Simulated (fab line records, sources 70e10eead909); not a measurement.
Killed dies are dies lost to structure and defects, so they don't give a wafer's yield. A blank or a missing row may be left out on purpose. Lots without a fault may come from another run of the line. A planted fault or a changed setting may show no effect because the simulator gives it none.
fab line records | flow nand_harc
record lots=6 wafers=18 last_day=25
route steps=1159 shown THIN_TSV@1117 END@1158
lots that met no fault: from a run of the same line without faults
start_h: hours from the record's first day to the start of the lot's first wafer shown | wait_h: hours since the lot's step before | " the same as in the row above | L1.1+2: a row that stands for several wafers | - no value, or no start given | * or withheld: withheld | < > ~ a bound
route shown NAME@n: a module of which the file shows steps, and the number in the route of the first | usual: mean/standard deviation of fault-free wafers | same: alike in all rows | chamber/n: place in a boat | sites: the reading at each site | _std_site: their standard deviation | _edge_site: outer sites' mean less inner sites' | radius_mm: how far each site lies from the wafer's centre | mask NAME#n: copy n | behind: the tool/chamber that last shaped the wafer | hold: why the lot was held/for how many hours/how that ended | device: the transistor (n, p or np) that didn't switch | end of line: the same wafers' tests at the end of the route | a step without rows: its recipe alone | killed: dies lost to structure and defects at the first sort, not the wafer's yield | map: a wafer's dies, x killed, . not, _ none there
set.NAME: the setting as run; set.NAME@STEP: as run at that earlier step | model.NAME: the simulator's own value behind a step, which no gauge read
lots at some steps of the route; a table a step, a row a wafer
services: from which hour (start_h, from the record's first day; less than 0 if before it) a tool's chamber was out of use, for how many hours, and why
## steps
# step NHARC_THIN_TSV_HARDBAKE_13
# recipe temp_c=125 time_s=80
# step NHARC_THIN_TSV_DESCUM_14
# recipe time_s=3 o2_flow_sccm=200 ar_flow_sccm=0 bias_power_w=0 chemistry=O2
# step NHARC_THIN_TSV_ETCH_44
# recipe target_depth_a=15942 time_s=797.1 cf4_flow_sccm=150 o2_flow_sccm=10 ar_flow_sccm=0 rf_w=300 bias_w=800 chemistry=CF4/O2
# step NHARC_THIN_TSV_ETCH_15
# recipe target_depth_a=30000 bosch_target_overetch_cycles=2 bosch_etch_step_s=2.8 bosch_dep_step_s=1.2 bosch_cycles=14
# usual drypump_motor_current_A=6.0/0.58
# same bosch_etch_step_s=2.8
# columns lot.wafer tool chamber start_h wait_h drypump_motor_current_A rf_hours_counter_h
L696.3 rie_si-03 3 432.97 - 6.6 0.9
L696.4 " 1 " " 6.5 0.8
L696.1 " 2 " " 6.7 0.8
L698.3 rie_si-03 3 434.27 - 6.6 1.0
L698.4 " 2 " " 6.7 0.9
L698.6 " 0 " " 5.1 -
L701.3 rie_si-03 1 460.01 - 6.5 1.1
L701.1 " 2 " " 6.7 1.1
L701.4 " 0 " " 5.1 1.3
L703.3 rie_si-02 2 475.08 - 5.9 0.6
L703.2 " 0 " " 6.4 0.5
L703.6 " 2 " " 5.9 -
L714.4 rie_si-06 3 548.48 - 5.4 0.0
L714.2 " 0 " " 6.5 0.0
L714.5 " 0 " " 6.5 -
L719.3 rie_si-03 2 566.06 - 6.7 0.3
L719.6 " 2 " " 6.7 -
L719.5 " 3 " " 6.6 -
# step NHARC_THIN_TSV_CD_MEAS_16
# usual cd_nm=1000.5/1.3
# columns lot.wafer tool chamber start_h wait_h cd_nm
L696.1 cd_sem-01 - 433.12 0.1 999.9
L696.3 " - " " 1001.0
L696.4 " - " " 1001.7
L698.3 cd_sem-02 - 434.41 0.1 1002.2
L698.4 " - " " 1000.4
L698.6 " - " " 999.8
L701.1 cd_sem-01 - 460.17 0.1 1001.8
L701.3 " - " " 999.8
L701.4 " - " " 1001.3
L703.2 cd_sem-02 - 475.21 0.1 1000.7
L703.3 " - " " 1000.1
L703.6 " - " " 1001.2
L714.2 cd_sem-02 - 548.62 0.1 998.1
L714.4 " - " " 998.4
L714.5 " - " " 1001.1
L719.3 cd_sem-02 - 566.20 0.1 1001.0
L719.5 " - " " 999.4
L719.6 " - " " 1001.4
# step NHARC_THIN_TSV_STRIP_45
# recipe power_w=1500 temp_c=250 chemistry=O2
# step NHARC_THIN_TSV_STRIP_46
# recipe time_s=1200 temp_c=72.5 chemistry=post_etch_residue_remover
# step NHARC_THIN_TSV_DEP_47
# recipe target_thk_a=2000 temp_c=withheld pressure_torr=6.5 rf_w=900 teos_flow_sccm=161.4 flow_sccm=2650 target_thk_nm=200 gas=O2 material=SiO2
# step NHARC_THIN_TSV_ETCHBACK_48
# recipe target_depth_a=10285 over_etch_frac=0.3 time_s=405.17 ion_energy_ev=250 c4f8_flow_sccm=withheld ar_flow_sccm=withheld rf_w=600 bias_w=300 chemistry=C4F8/Ar
# step NHARC_THIN_TSV_STRIP_62
# recipe power_w=1500 temp_c=250 time_s=20 chemistry=N2/H2
# step NHARC_THIN_TSV_DEGAS_49
# recipe temp_c=300 time_s=120
# usual heater_power_w=477/43
# columns lot.wafer tool chamber start_h wait_h heater_power_w
L696.3 pvd_sputter-03 - 434.95 0.1 517
L696.4 " - " " 475
L696.1 " - " " 482
L698.3 pvd_sputter-03 - 436.21 0.1 488
L698.4 " - " " 416
L698.6 " - " " 420
L701.3 pvd_sputter-02 - 462.68 0.1 495
L701.4 " - " " 459
L701.1 " - " " 524
L703.2 pvd_sputter-03 - 477.03 0.1 416
L703.3 " - " " 473
L703.6 " - " " 469
L714.2 pvd_sputter-01 - 550.62 0.1 525
L714.4 " - " " 372
L714.5 " - " " 551
L719.3 pvd_sputter-01 - 568.48 0.1 510
L719.6 " - " " 431
L719.5 " - " " 460
# step NHARC_THIN_TSV_PRE_CLEAN_50
# recipe time_s=30 temp_c=280 gas=H2/He
# usual heater_power_w=423/36
# columns lot.wafer tool chamber start_h wait_h heater_power_w
L696.1 pvd_sputter-03 - - - 426
L696.3 " - " " 368
L696.4 " - " " 442
L698.4 pvd_sputter-03 - - - 431
L698.3 " - " " 426
L698.6 " - " " 422
L701.3 pvd_sputter-02 - - - 404
L701.4 " - " " 444
L701.1 " - " " 421
L703.2 pvd_sputter-03 - - - 351
L703.3 " - " " 417
L703.6 " - " " 420
L714.2 pvd_sputter-01 - - - 474
L714.4 " - " " 335
L714.5 " - " " 473
L719.3 pvd_sputter-01 - - - 445
L719.5 " - " " 377
L719.6 " - " " 407
# step NHARC_THIN_TSV_PVD_19
# recipe target_thk_a=200 chamber_pressure_pa=5 material=TaN
# usual throttle_valve_pct=29.5/0.65
# columns lot.wafer tool chamber start_h wait_h throttle_valve_pct
L696.1 pvd_sputter-03 - 435.22 - 30.2
L696.3 " - " " 28.5
L696.4 " - " " 29.2
L698.4 pvd_sputter-03 - 436.36 - 28.9
L698.3 " - " " 30.1
L698.6 " - " " 28.8
L701.1 pvd_sputter-02 - 462.83 - 28.4
L701.4 " - " " 29.2
L701.3 " - " " 29.9
L703.2 pvd_sputter-03 - 477.19 - 29.2
L703.3 " - " " 29.2
L703.6 " - " " 29.2
L714.2 pvd_sputter-01 - 550.80 - 29.8
L714.4 " - " " 29.9
L714.5 " - " " 29.9
L719.3 pvd_sputter-01 - 568.62 - 29.9
L719.6 " - " " 31.2
L719.5 " - " " 29.6
# step NHARC_THIN_TSV_PVD_51
# recipe target_thk_a=1000 chamber_pressure_pa=5 material=Cu
# usual throttle_valve_pct=29.5/0.7
# columns lot.wafer tool chamber start_h wait_h throttle_valve_pct
L696.1 pvd_sputter-03 - - - 30.0
L696.4 " - " " 29.4
L696.3 " - " " 28.4
L698.3 pvd_sputter-03 - - - 30.2
L698.4 " - " " 29.0
L698.6 " - " " 30.2
L701.3 pvd_sputter-02 - - - 29.9
L701.1 " - " " 28.6
L701.4 " - " " 28.7
L703.3 pvd_sputter-03 - - - 31.2
L703.2 " - " " 29.1
L703.6 " - " " 31.0
L714.4 pvd_sputter-01 - - - 29.9
L714.2 " - " " 30.0
L714.5 " - " " 29.9
L719.3 pvd_sputter-01 - - - 31.3
L719.6 " - " " 31.1
L719.5 " - " " 29.3
# step NHARC_THIN_TSV_ECD_20
# recipe target_thk_a=20000 material=Cu
# step NHARC_THIN_TSV_ANNEAL_52
# recipe temp_c=225 time_s=90
# step NHARC_THIN_TSV_CMP_21
# recipe t_overpolish_s=30 target_thk_nm=2000
# step NHARC_THIN_TSV_SRD_23
# step NHARC_THIN_TSV_DEGAS_53
# recipe temp_c=300 time_s=60
# step NHARC_THIN_TSV_PRE_CLEAN_54
# recipe time_s=30 temp_c=280 gas=H2/He
# step NHARC_THIN_TSV_PVD_55
# recipe target_thk_a=500 material=TiN
# step NHARC_THIN_TSV_PVD_24
# recipe target_thk_a=8000 power_w=withheld chamber_pressure_pa=withheld substrate_temp_c=withheld time_s=withheld gas=Ar material=Al
# step NHARC_THIN_TSV_DEHYDRATE_25
# recipe temp_c=150 time_s=120
# step NHARC_THIN_TSV_HMDS_26
# recipe time_s=30
# step NHARC_THIN_TSV_COAT_27
# recipe spin_rpm=*
# step NHARC_THIN_TSV_SOFTBAKE_28
# recipe temp_c=122 time_s=95
# step NHARC_THIN_TSV_EBR_29
# step NHARC_THIN_TSV_EXPOSE_30
# recipe na=0.55 dose_mj=11.47 mask_id=PAD
# step NHARC_THIN_TSV_PEB_31
# recipe peb_temp_c=118 peb_time_s=85
# step NHARC_THIN_TSV_DEVELOP_32
# recipe time_s=70
# step NHARC_THIN_TSV_CD_MEAS_33
# recipe target_cd_nm=5000 landing_energy_ev=500
# usual cd_nm=5000.2/1.4
# columns lot.wafer tool chamber start_h wait_h cd_nm
L696.1 cd_sem-01 0 438.37 - 5000.5
L696.3 " 0 " " 5000.6
L696.4 " 0 " " 5001.1
L698.3 cd_sem-02 0 439.81 - 5001.1
L698.4 " 0 " " 5002.4
L698.6 " 0 " " 5001.1
L701.1 cd_sem-03 0 465.95 - 5000.4
L701.3 " 0 " " 4998.7
L701.4 " 0 " " 4998.7
L703.2 cd_sem-01 0 480.17 - 5000.4
L703.3 " 0 " " 4998.4
L703.6 " 0 " " 4999.6
L714.2 cd_sem-02 0 553.80 - 5000.3
L714.4 " 0 " " 4999.9
L714.5 " 0 " " 5000.3
L719.3 cd_sem-01 0 571.86 - 4998.3
L719.5 " 0 " " 5000.0
L719.6 " 0 " " 5002.2
# step NHARC_THIN_TSV_HARDBAKE_34
# recipe temp_c=125 time_s=80
# step NHARC_THIN_TSV_DESCUM_35
# recipe time_s=3 o2_flow_sccm=200 ar_flow_sccm=0 bias_power_w=0 chemistry=O2
# usual chamber_pressure_mTorr=60.00/0.06 drypump_motor_current_A=5.5/0.67 oes_product_au=0.999/0.0078 rf_vpp_V=57.6/0.9 showerhead_plenum_p_Torr=1.89/0.087 throttle_valve_pct=11.311/0.0093
# same bias_power_w=0
# columns lot.wafer tool chamber start_h wait_h chamber_pressure_mTorr drypump_motor_current_A oes_product_au rf_hours_counter_h rf_vpp_V showerhead_plenum_p_Torr throttle_valve_pct
L696.3 rie_diel-08 2 438.54 - 59.96 5.5 0.990 14 57.5 1.99 11.330
L696.1 " 3 " " 60.07 5.1 1.003 15 57.0 1.80 11.328
L696.4 " 0 " " 60.07 4.9 0.992 16 58.8 1.77 11.312
L698.4 rie_diel-06 3 439.97 - 59.99 6.7 0.992 2 58.5 2.00 11.316
L698.3 " 1 " " 59.97 4.9 0.995 2 56.9 1.89 11.305
L698.6 " 2 " " 59.93 4.7 1.010 - 59.8 1.98 11.317
L701.4 rie_diel-06 1 466.10 - 60.10 4.9 0.991 3 57.8 1.89 11.297
L701.3 " 2 " " 59.98 4.7 1.008 4 58.0 1.98 11.310
L701.1 " 0 " " 59.92 6.3 1.001 3 57.5 1.89 11.295
L703.2 rie_diel-09 1 480.33 - 59.94 5.3 0.983 3 56.3 1.92 11.313
L703.3 " 2 " " 60.02 5.9 0.995 3 57.8 1.86 11.307
L703.6 " 1 " " 60.08 5.3 0.987 - 58.8 1.92 11.328
L714.4 rie_diel-09 2 553.97 - 59.96 5.9 1.012 9 57.5 1.86 11.311
L714.2 " 3 " " 60.05 5.5 1.011 8 57.8 1.88 11.309
L714.5 " 2 " " 59.98 5.9 1.010 - 57.8 1.86 11.305
L719.3 rie_diel-08 0 572.05 - 60.02 4.8 1.008 10 57.3 1.77 11.300
L719.6 " 1 " " 59.99 5.8 1.000 - 58.3 1.79 11.295
L719.5 " 2 " " 59.97 5.5 0.993 - 58.0 1.99 11.322
# step NHARC_THIN_TSV_ETCH_59
# recipe target_depth_a=8800 icp_w=900 bias_w=100 Cl2_flow_sccm=60 bcl3_flow_sccm=30 time_s=138.1 chemistry=Cl2/BCl3
# step NHARC_THIN_TSV_ETCH_36
# recipe target_depth_a=650 over_etch_frac=0.3 time_s=18.571 ion_energy_ev=150 chemistry=Cl2/BCl3
# step NHARC_THIN_TSV_STRIP_56
# recipe power_w=1500 temp_c=250 chemistry=O2
# step NHARC_THIN_TSV_STRIP_57
# recipe time_s=1200 temp_c=72.5 chemistry=post_etch_residue_remover
# step NHARC_THIN_TSV_CD_MEAS_37
# usual cd_nm=5000.5/1.9
# columns lot.wafer tool chamber start_h wait_h cd_nm
L696.1 cd_sem-01 - 439.81 - 5001.3
L696.3 " - " " 5002.0
L696.4 " - " " 5002.8
L698.3 cd_sem-03 - 441.72 - 5003.0
L698.4 " - " " 5002.8
L698.6 " - " " 5001.4
L701.1 cd_sem-03 - 467.44 - 5001.3
L701.3 " - " " 4997.5
L701.4 " - " " 4999.1
L703.2 cd_sem-01 - 481.61 - 5001.0
L703.3 " - " " 4998.8
L703.6 " - " " 5001.2
L714.2 cd_sem-03 - 555.25 - 4997.5
L714.4 " - " " 4998.3
L714.5 " - " " 5000.2
L719.3 cd_sem-01 - 573.29 - 4998.2
L719.5 " - " " 4999.2
L719.6 " - " " 5003.2
# step NHARC_THIN_TSV_ANNEAL_58
# recipe temp_c=400 time_s=1800
# step NHARC_END_WLT_00
# usual VT_DECK1_BOTTOM=0.874/0.0063 VT_DECK1_BOTTOM_INNER=0.874/0.0062 VT_DECK1_MEDIAN_NEAR_BOTTOM=0.874/0.0056 VT_DECK1_MEDIAN_NEAR_BOTTOM_INNER=0.876/0.0064 VT_DECK1_MIDDLE=0.888/0.0063 VT_DECK1_MIDDLE_INNER=0.888/0.0067 VT_DECK1_TOP=0.899/0.0064 VT_DECK1_TOP_INNER=0.899/0.0067
# columns lot.wafer tool chamber start_h wait_h VT_DECK1_BOTTOM VT_DECK1_BOTTOM_INNER VT_DECK1_MEDIAN_NEAR_BOTTOM VT_DECK1_MEDIAN_NEAR_BOTTOM_INNER VT_DECK1_MIDDLE VT_DECK1_MIDDLE_INNER VT_DECK1_TOP VT_DECK1_TOP_INNER
L696.1 prober-01 - 444.07 0.0 0.866 0.869 0.877 0.864 0.890 0.882 0.899 0.888
L696.3 " - " " 0.868 0.875 0.870 0.874 0.890 0.886 0.902 0.904
L696.4 " - " " 0.868 0.873 0.861 0.874 0.891 0.885 0.897 0.901
L698.3 prober-02 - 445.08 1.0 0.875 0.886 0.879 0.881 0.889 0.897 0.902 0.904
L698.4 " - " " 0.870 0.883 0.879 0.876 0.898 0.895 0.901 0.900
L698.6 " - 446.58 2.6 0.883 0.876 0.880 0.878 0.898 0.895 0.903 0.910
L701.1 prober-01 - 470.43 0.0 0.864 0.866 0.867 0.866 0.888 0.886 0.887 0.887
L701.3 " - " " 0.865 0.868 0.863 0.862 0.886 0.879 0.894 0.896
L701.4 " - " " 0.868 0.865 0.873 0.877 0.881 0.879 0.895 0.890
L703.2 prober-01 - 487.60 1.5 0.883 0.880 0.875 0.871 0.885 0.891 0.898 0.903
L703.3 " - " " 0.870 0.875 0.875 0.876 0.884 0.887 0.904 0.898
L703.6 " - 489.57 3.5 0.875 0.880 0.874 0.881 0.887 0.899 0.910 0.904
L714.2 prober-02 - 560.26 0.6 0.877 0.881 0.874 0.876 0.889 0.896 0.903 0.899
L714.4 " - " " 0.878 0.878 0.874 0.875 0.892 0.890 0.901 0.907
L714.5 " - " " 0.881 0.879 0.880 0.886 0.886 0.892 0.900 0.897
L719.3 prober-01 - 583.41 5.9 0.874 0.877 0.875 0.878 0.894 0.892 0.903 0.898
L719.5 " - 584.41 6.9 0.873 0.874 0.870 0.880 0.898 0.884 0.901 0.899
L719.6 " - " " 0.881 0.871 0.871 0.876 0.886 0.895 0.903 0.899
# step NHARC_END_SORT_01
# recipe temp_c=25
# usual defect_limited_yield=95.1/1.8 killed_at_array=29/11 killed_at_other=0.6/0.89 killed_at_periphery=3.8/2.8 killed_dies=33/12 killed_open=3.5/1.9 killed_short=1.9/1.3 sort_bin_2_pct=1.5/0.72 sort_bin_3_pct=0.28/0.23 sort_bin_4_pct=3.1/1.2 sort_n_pass=644/12 sort_rim_yield_pct=94.8/2.9 sort_yield_pct=95.1/1.8
# same gross_dies=677 sort_bin_5_pct[%]=0 sort_bin_6_pct[%]=0 sort_bin_7_pct[%]=0 sort_bin_8_pct[%]=0 sort_rim_n_gross=106.00
# columns lot.wafer tool chamber start_h wait_h defect_limited_yield[%] killed_at_array killed_at_other killed_at_periphery killed_dies killed_open killed_short sort_bin_2_pct[%] sort_bin_3_pct[%] sort_bin_4_pct[%] sort_n_pass sort_rim_yield_pct[%] sort_yield_pct[%]
L698.3 prober-02 0 448.71 3.1 85.7 24 71 2 97 0 1 6.5 3.25 4.6 580 86.8 85.7
L698.4 prober-02 0 449.52 3.4 88.0 20 61 0 81 3 2 5.0 3.25 3.7 596 84.0 88.0
L698.6 prober-02 0 451.15 4.1 87.0 24 63 1 88 2 4 4.9 3.25 4.9 589 82.1 87.0
L703.2 prober-01 0 490.87 2.8 86.6 23 63 5 91 3 2 5.8 3.10 4.6 586 84.0 86.6
L703.3 prober-01 0 491.68 3.1 86.1 18 74 2 94 2 2 6.6 3.10 4.1 583 92.5 86.1
L703.6 prober-01 0 494.11 4.0 87.3 22 62 2 86 3 0 5.3 2.81 4.6 591 82.1 87.3
L714.2 prober-02 0 563.53 2.8 97.6 12 2 2 16 3 0 0.7 0 1.6 661 98.1 97.6
L714.4 prober-02 0 565.11 3.4 97.0 17 1 2 20 4 1 0.6 0.30 2.1 657 97.2 97.0
L714.5 prober-02 0 565.90 3.7 97.8 13 0 2 15 1 3 0.6 0 1.6 662 96.2 97.8
# killed by level:class
L698.3 THIN_TSV:unspecified=71 A_SLIT:chamber_film_flake=10 A_CHANNEL_HOLE_D1:chamber_film_flake=5 A_STAIRCASE:chamber_film_flake=3 P_ZERO_WELL:chamber_film_flake=2 A_M1:chamber_film_flake=2 A_CONTACT:geometric_particle:short=1 A_CHANNEL_FILL_D1:chamber_film_flake=1
L698.4 THIN_TSV:unspecified=61 A_SLIT:chamber_film_flake=6 A_CONTACT:chamber_film_flake=4 A_ONON_D1:geometric_particle:short=2 A_CHANNEL_HOLE_D1:chamber_film_flake=2 A_CONTACT:geometric_particle:open=1 A_BLC:geometric_particle:open=1 A_M0:geometric_particle:open=1
L698.6 THIN_TSV:unspecified=62 A_SLIT:chamber_film_flake=12 A_CONTACT:chamber_film_flake=3 A_STAIRCASE:chamber_film_flake=2 P_CONTACT:geometric_particle:short=1 A_ONON_D1:geometric_particle:short=1 A_CHANNEL_FILL_D1:geometric_particle:open=1 A_WL_FILL:geometric_particle:short=1
L703.2 THIN_TSV:unspecified=62 A_SLIT:chamber_film_flake=10 A_STAIRCASE:chamber_film_flake=4 P_BONDPAD:chamber_film_flake=3 A_CONTACT:chamber_film_flake=3 A_CHANNEL_HOLE_D1:chamber_film_flake=2 A_CHANNEL_HOLE_D1:geometric_particle:short=1 A_CHANNEL_FILL_D1:geometric_particle:open=1
L703.3 THIN_TSV:unspecified=73 A_SLIT:chamber_film_flake=7 A_CONTACT:chamber_film_flake=4 A_STAIRCASE:chamber_film_flake=3 P_M1:geometric_particle:open=1 A_ONON_D1:geometric_particle:short=1 A_CHANNEL_HOLE_D1:chamber_film_flake=1 A_WL_FILL:geometric_particle:short=1
L703.6 THIN_TSV:unspecified=62 A_SLIT:chamber_film_flake=10 A_CHANNEL_HOLE_D1:chamber_film_flake=3 A_STAIRCASE:chamber_film_flake=3 A_CONTACT:chamber_film_flake=3 P_BONDPAD:chamber_film_flake=2 A_ONON_D1:geometric_particle:open=1 A_SGD_CUT:geometric_particle:open=1
L714.2 A_CHANNEL_HOLE_D1:chamber_film_flake=6 A_SGD_CUT:chamber_film_flake=2 THIN_TSV:chamber_film_flake=2 P_CONTACT:geometric_particle:open=1 P_M0:geometric_particle:open=1 A_CONTACT:geometric_particle:open=1 A_SLIT:chamber_film_flake=1 A_WL_FILL:chamber_film_flake=1
L714.4 A_CONTACT:chamber_film_flake=4 A_CHANNEL_HOLE_D1:chamber_film_flake=3 A_WL_FILL:chamber_film_flake=3 A_SGD_CUT:chamber_film_flake=2 P_CONTACT:geometric_particle:open=1 A_SOURCE_PLATE:geometric_particle:open=1 A_CONTACT:geometric_particle:short=1 A_BLC:geometric_particle:open=1
L714.5 A_CHANNEL_HOLE_D1:chamber_film_flake=4 A_WL_FILL:geometric_particle:short=2 A_WL_FILL:chamber_film_flake=2 A_CONTACT:chamber_film_flake=2 A_ONON_D1:geometric_particle:short=1 A_CONTACT:geometric_particle:open=1 P_GATE:chamber_film_flake=1 P_M1:chamber_film_flake=1
# map L698.3 (x killed, . not)
____________.____________
_________......._________
_______x.........._______
______.............______
_____..............._____
____...x.............____
____.................____
___...................___
___...................___
__.....................__
__.....................__
_......................._
_......................._
_......................._
_......................._
_x..xx.................._
...xxx...................
....xx...................
.xxxx.............x......
.x.x.....................
.x.x.....................
_.................x....._
_..x.........x....x....._
_......................._
_......................._
_..........x............_
__.........xx..........__
__........xx.xx.......x__
___......xxxxxx.......___
___.....xxxxxxxxxx....___
____....xxxxxxxx.....____
____....xxxxxxxxx....____
_____...xxxxxxxx...._____
______..xxxxxxxxx..______
_______.xxxxxxxx.._______
_________xxxxxxx_________
____________x____________
# map L703.3 (x killed, . not)
____________.____________
_________......._________
_______..........._______
______.............______
_____..............._____
____.................____
____.................____
___.x.................___
___x..................___
__x....................__
__x.x..................__
_......................._
_x...........x.........._
_x......................_
_...............x......._
_xx....................._
..x......................
.........x...xxxx.x......
x...........xxxxxxx......
.x.........x.xxxxx.......
.......x...xxxxxxx.......
_..........xxxxxxxx....._
_.........xxxxxxxxx....._
_.x........xxxxxxxx....._
_..........xxxxxxx......_
_..........x.xxxx......._
__..........xxxxxx.x..x__
__...........xx........__
___...........x.x.x...___
___...........x.......___
____.................____
____.................____
_____..............._____
______.............______
_______......x...._______
_________......._________
____________.____________
## services
# columns tool chamber start_h hours kind
rie_diel-08 1 414.31 14.9 repair
rie_diel-06 - 418.47 9.0 pm
pvd_sputter-01 - 423.62 5.1 repair
rie_diel-09 - 431.38 9.0 pm
rie_si-06 3 439.02 23.0 repair
pvd_sputter-03 - 458.00 10.0 pm
pvd_sputter-03 - 468.49 2.1 repair
rie_si-06 3 472.39 8.8 repair
rie_diel-08 - 478.84 9.0 pm
rie_si-06 0 481.36 9.0 repair
rie_si-03 - 509.00 9.0 pm
rie_si-03 0 509.00 9.0 vent_cycle
rie_si-03 1 509.00 9.0 vent_cycle
rie_si-03 2 509.00 9.0 vent_cycle
rie_diel-06 - 510.84 5.2 repair
pvd_sputter-02 - 519.95 13.5 repair
rie_si-02 0 519.96 9.7 repair
rie_diel-08 2 526.94 33.3 repair
rie_si-06 - 537.00 9.0 pm
rie_diel-09 - 546.73 0.8 repair
rie_si-02 3 550.03 2.8 repair
pvd_sputter-01 - 554.96 10.0 pm
rie_si-02 - 565.00 9.0 pm
pvd_sputter-02 - 570.00 10.0 pm
## key
first_sign step=NHARC_END_SORT_01 reading=killed_at_other direction=up sigmas=65 usual=0.6 struck=65.7
effect step=NHARC_END_SORT_01 reading=killed_dies direction=up sigmas=4.6 usual=33 struck=90
more_kills_born_at NHARC_THIN_TSV_PVD_19@pvd_sputter-03=391
met_at NHARC_THIN_TSV_PVD_19
struck_wafers L698.3,L698.4,L698.6,L703.2,L703.3,L703.6
onset_between 435.22 436.36
also_fits NHARC_THIN_TSV_DEGAS_49:pvd_sputter-03,NHARC_THIN_TSV_PRE_CLEAN_50:pvd_sputter-03,NHARC_THIN_TSV_PVD_51:pvd_sputter-03
fault kind=chamber_particle_source tool=pvd_sputter-03 chamber=- onset_h=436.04 steps=NHARC_THIN_TSV_PVD_19 rate_per_visit_cm2=0.78951 end_h=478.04
